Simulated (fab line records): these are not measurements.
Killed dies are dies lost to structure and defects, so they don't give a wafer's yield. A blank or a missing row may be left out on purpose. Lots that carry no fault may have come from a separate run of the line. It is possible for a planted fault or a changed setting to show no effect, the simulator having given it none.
Shared-tool check + flow n5-finfet + Sample size 10 lots and 29 wafers

## WHY THIS WAS OPENED
2 of 10 lots carry a flag on the reading RS_SD_N at N5_SD_ACTIVATION_RS_MEAS_03. Wafers without a fault read 22.0 ohm/sq, standard deviation 0.33.
Rule: a lot gets a flag if all its wafers with a number sit over 4 standard deviations from that mean, or if no wafer of it has a number. The other lots count as sound.

| lot  | measured    | on            | RS_SD_N (ohm/sq), wafer by wafer | flag    |
|------|-------------|---------------|----------------------------------|---------|
| L435 | day 3 09:55 | film-metro-02 | 22.3 22.4 22.1                   |         |
| L439 | day 4 09:08 | film-metro-02 | 22.4 22.3 22.3                   |         |
| L440 | day 4 15:32 | film-metro-01 | 21.7 21.5 21.9                   |         |
| L441 | day 4 22:29 | film-metro-02 | 21.9 21.9 21.5                   |         |
| L443 | day 5 09:32 | film-metro-02 | 21.8 22.0 22.0                   |         |
| L449 | day 6 21:58 | film-metro-01 | 25.8 25.7 25.9                   | FLAGGED |
| L451 | day 7 09:42 | film-metro-01 | 25.5 25.8 25.7                   | FLAGGED |
| L453 | day 7 21:55 | film-metro-02 | 21.8 21.7 22.0                   |         |
| L455 | day 8 09:42 | film-metro-01 | 22.2 22.4                        |         |
| L457 | day 9 01:10 | film-metro-01 | 21.8 22.1 22.3                   |         |
The mean of the flagged lots' numbers is 25.7 ohm/sq, +3.7 ohm/sq from the usual (+11 standard deviations).

## LOT BY LOT: THE TOOL USED
The record keeps 1 process step preceding the reading, out of 1938 steps on the route. Every cell lists first the tool, next ch and the chambers used by the sampled wafers, and last the start.
| lot  | flag    | N5_SD_ACTIVATION_LSA_01           |
|------|---------|-----------------------------------|
| L435 |         | laser-anneal-02 ch 0, day 3 09:44 |
| L439 |         | laser-anneal-01 ch 0, day 4 08:56 |
| L440 |         | laser-anneal-02 ch 0, day 4 15:20 |
| L441 |         | laser-anneal-01 ch 0, day 4 22:17 |
| L443 |         | laser-anneal-01 ch 0, day 5 09:20 |
| L449 | FLAGGED | laser-anneal-01 ch 0, day 6 21:46 |
| L451 | FLAGGED | laser-anneal-01 ch 0, day 7 09:29 |
| L453 |         | laser-anneal-02 ch 0, day 7 21:43 |
| L455 |         | laser-anneal-02 ch 0, day 8 09:29 |
| L457 |         | laser-anneal-02 ch 0, day 9 00:58 |
What these steps do:
- N5_SD_ACTIVATION_LSA_01: time 0.0008 s.
- N5_SD_ACTIVATION_RS_MEAS_03: measures by four-point-probe.

## FLAGGED AGAINST TOTAL, ONE TOOL AT A TIME (gauges that did the reading follow at the end)
| step                        | tool            | lots run | flagged | share of the flagged lots | sound lots run after its first flagged lot |
|-----------------------------|-----------------|----------|---------|---------------------------|--------------------------------------------|
| N5_SD_ACTIVATION_LSA_01     | laser-anneal-01 | 5        | 2       | all                       | 0                                          |
| N5_SD_ACTIVATION_LSA_01     | laser-anneal-02 | 5        | 0       | none                      | -                                          |
| N5_SD_ACTIVATION_RS_MEAS_03 | film-metro-01   | 5        | 2       | all                       | 2 (L455,L457)                              |
| N5_SD_ACTIVATION_RS_MEAS_03 | film-metro-02   | 5        | 0       | none                      | -                                          |

## THE TABLE: WHAT IT ALLOWS
Table rows that saw every flagged lot: 2, namely laser-anneal-01 at N5_SD_ACTIVATION_LSA_01 and film-metro-01 at N5_SD_ACTIVATION_RS_MEAS_03.
- laser-anneal-01 at N5_SD_ACTIVATION_LSA_01: 2 of its 5 lots flagged. A fault beginning between L443 (day 5 09:20), its last sound lot, and L449 (day 6 21:46), its first flagged one, fits the data. Its own readings (wafer_temp_C_max) fall more than 4 standard deviations out on all wafers of the flagged lots.
- film-metro-01 at N5_SD_ACTIVATION_RS_MEAS_03: 2 of its 5 lots flagged. Lots that were sound ran on it after the first flagged one (L455, L457); a persistent fault on the entire tool would not allow that.
One tool is left: laser-anneal-01 at N5_SD_ACTIVATION_LSA_01.

## WHAT THE SIMULATOR HAD PUT IN
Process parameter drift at N5_SD_ACTIVATION_LSA_01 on laser-anneal-01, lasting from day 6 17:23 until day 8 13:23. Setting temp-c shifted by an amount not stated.
Shown lots that were struck: L449, L451. The same result came from the rule above.
